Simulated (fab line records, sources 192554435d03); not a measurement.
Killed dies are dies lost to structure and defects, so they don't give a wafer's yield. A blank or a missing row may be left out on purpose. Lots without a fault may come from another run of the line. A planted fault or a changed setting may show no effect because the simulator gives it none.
Split-lot experiment | flow n5_finfet | 7 lots, 39 wafers read, on a route of 1938 steps

THE SPLIT
At N5_STI_FIN_REVEAL_ETCHBACK_08 (etches SiO2 in C4F6/O2, target depth 30.5 nm, time 10.167 s), the setting target_depth_a was moved away from the recipe's 305 angstrom on 12 of the 39 wafers read, by -30.6% to +55.6%. The other wafers ran this setting at the recipe's value.

FROM THE SPLIT TO THE READING: what the file shows between them, 3 steps
- N5_STI_FIN_REVEAL_STRIP_24: strips in N2/H2, time 90 s
- N5_STI_FIN_REVEAL_PRECLEAN_25: cleans in SPM, time 90 s
- N5_STI_FIN_REVEAL_SRD_23: time 30 s

THE READING
trench_depth_nm, in nm, at N5_STI_FIN_REVEAL_FIN_H_MEAS_10. Fault-free wafers of this fab line usually give 52.0 nm, standard deviation 0.82 nm.

wafer  | tool, chamber at the split | target_depth_a as run, angstrom | against the recipe | trench_depth_nm, nm | against lot-mates on the recipe
L074.1 | rie_diel-01, 2,3,0         | 305                             | recipe             | 52.8                | -
L074.2 | rie_diel-01, 2,3,0         | 305                             | recipe             | 52.3                | -
L074.3 | rie_diel-01, 1,3,2         | 426.4                           | +39.8%             | 64.2                | +12.1
L074.4 | rie_diel-01, 2,3,0         | 305                             | recipe             | 51.3                | -
L074.5 | rie_diel-01, 1,3,2         | 426.4                           | +39.8%             | 64.3                | +12.2
L074.6 | rie_diel-01, 1,3,2         | 426.4                           | +39.8%             | 64.3                | +12.2
L077.1 | rie_diel-01, 1,2,1         | 305                             | recipe             | 52.2                | -
L077.5 | rie_diel-01, 1,2,1         | 305                             | recipe             | 52.3                | -
L077.6 | rie_diel-01, 1,2,1         | 305                             | recipe             | 52.6                | -
L081.1 | rie_diel-03, 2,3,3         | 246                             | -19.3%             | 45.3                | -5.7
L081.2 | rie_diel-03, 2,3,3         | 246                             | -19.3%             | 46.0                | -5.0
L081.3 | rie_diel-03, 1,0,0         | 305                             | recipe             | 51.6                | -
L081.4 | rie_diel-03, 1,0,0         | 305                             | recipe             | 50.5                | -
L081.5 | rie_diel-03, 2,3,3         | 246                             | -19.3%             | 46.4                | -4.6
L081.6 | rie_diel-03, 1,0,0         | 305                             | recipe             | 50.9                | -
L083.1 | rie_diel-05, 1,2,0         | 305                             | recipe             | 52.2                | -
L083.2 | rie_diel-05, 3,3,0         | 211.8                           | -30.6%             | 43.5                | -9.2
L083.3 | rie_diel-05, 1,2,0         | 305                             | recipe             | 52.2                | -
L083.4 | rie_diel-05, 1,2,0         | 305                             | recipe             | 53.7                | -
L083.5 | rie_diel-05, 3,3,0         | 211.8                           | -30.6%             | 43.1                | -9.6
L083.6 | rie_diel-05, 3,3,0         | 211.8                           | -30.6%             | 43.8                | -8.9
L086.1 | rie_diel-03, 2,2,1         | 305                             | recipe             | 52.6                | -
L086.2 | rie_diel-03, 1,0,3         | 474.6                           | +55.6%             | 70.6                | +17.9
L086.3 | rie_diel-03, 1,0,3         | 474.6                           | +55.6%             | 68.6                | +15.9
L086.4 | rie_diel-03, 1,0,3         | 474.6                           | +55.6%             | 71.6                | +18.9
L086.5 | rie_diel-03, 2,2,1         | 305                             | recipe             | 52.2                | -
L086.6 | rie_diel-03, 2,2,1         | 305                             | recipe             | 53.2                | -
L094.1 | rie_diel-05, 1,0,3,0,3,1   | 305                             | recipe             | 51.8                | -
L094.2 | rie_diel-05, 1,0,3,0,3,1   | 305                             | recipe             | 54.1                | -
L094.3 | rie_diel-05, 1,0,3,0,3,1   | 305                             | recipe             | 53.0                | -
L094.4 | rie_diel-05, 1,0,3,0,3,1   | 305                             | recipe             | 53.8                | -
L094.5 | rie_diel-05, 1,0,3,0,3,1   | 305                             | recipe             | 53.0                | -
L094.6 | rie_diel-05, 1,0,3,0,3,1   | 305                             | recipe             | 52.5                | -
L097.1 | rie_diel-01, 0,2,1,3,2,1   | 305                             | recipe             | 52.2                | -
L097.2 | rie_diel-01, 0,2,1,3,2,1   | 305                             | recipe             | 52.5                | -
L097.3 | rie_diel-01, 0,2,1,3,2,1   | 305                             | recipe             | 52.1                | -
L097.4 | rie_diel-01, 0,2,1,3,2,1   | 305                             | recipe             | 52.6                | -
L097.5 | rie_diel-01, 0,2,1,3,2,1   | 305                             | recipe             | 52.9                | -
L097.6 | rie_diel-01, 0,2,1,3,2,1   | 305                             | recipe             | 51.9                | -
Where a row lists several chambers, the file gives one row for several wafers and doesn't say which wafer went through which chamber.

THE FIT
A straight line over all 39 wafers: trench_depth_nm changes by +0.311 nm for each +1% of target_depth_a; r = +0.99; the points scatter about the line by 0.84 nm.
The same after taking each lot's own level away (the mean of its wafers on the recipe; 39 wafers): +0.307 nm for each +1%; r = +1.00; scatter 0.66 nm.
On that fit, the largest move of target_depth_a shifts the reading by 17 nm.
The lots' own levels span 51.00 to 53.03 nm, that is 2.5 times the standard deviation above.
So the lot-to-lot level changes the slope little: the two slopes agree.
Check: with one of the wafers moved furthest among these (+55.6%) left out of the fit, the line predicts +17 nm for it against its lot-mates. It came out at +17.9 nm against them.

THE FILE'S OWN FIT
trench_depth_nm changes by +0.308 nm for each +1% of target_depth_a, r = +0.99.
